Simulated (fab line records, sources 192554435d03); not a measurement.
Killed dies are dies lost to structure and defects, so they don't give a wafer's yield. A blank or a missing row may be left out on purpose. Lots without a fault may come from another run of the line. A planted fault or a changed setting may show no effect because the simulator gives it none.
Chamber matching | flow n5_finfet | N5_BEOL_M0_CO_CAP_123 on cvd_co-01: 3 sister chambers
The step material Co, precursor CCTBA/H2, target thk 2 nm, time 102.1 s. 6 wafers are shown with their chamber, then 8 later ones without.

WAFERS WITH THEIR CHAMBER
wafer  | chamber | heater_power_w (W)
L683.1 | 1       | 247
L683.6 | 2       | 245
L685.3 | 0       | 237
L685.4 | 0       | 234
L685.6 | 1       | 244
L687.2 | 2       | 249

WAFERS WITHOUT THEIR CHAMBER
wafer  | heater_power_w (W)
L687.5 | 240
L687.6 | 243
L689.2 | 236
L689.4 | 240
L689.6 | 249
L680.2 | 238
L680.3 | 250
L680.5 | 244

WHICH CHAMBER EACH WENT THROUGH
wafer  | from the rows above          | in truth
L687.5 | can't be placed: 0 or 1 or 2 | 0
L687.6 | can't be placed: 1 or 2      | 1
L689.2 | 0                            | 0
L689.4 | can't be placed: 0 or 1 or 2 | 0
L689.6 | can't be placed: 2 or 1      | 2
L680.2 | 0                            | 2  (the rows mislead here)
L680.3 | can't be placed: 2 or 1      | 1
L680.5 | can't be placed: 1 or 2      | 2
Placed correctly: 1 of 8. Can't be placed from these rows: 6 (the true chamber is among the candidates in 6). Placed wrongly: 1.
How it was worked out, from the rows above alone: a wafer's distance from a chamber is the root of the sum, over the readings, of the square of ((its reading less the chamber's mean) divided by the reading's scatter). The wafer belongs to the nearest chamber; if the next one is less than 2 further off, it can't be placed. A chamber's mean is the mean of its shown wafers. The scatter: the root of (the sum of the squares of (reading less its chamber's mean) over the shown wafers, divided by (wafers less chambers)).
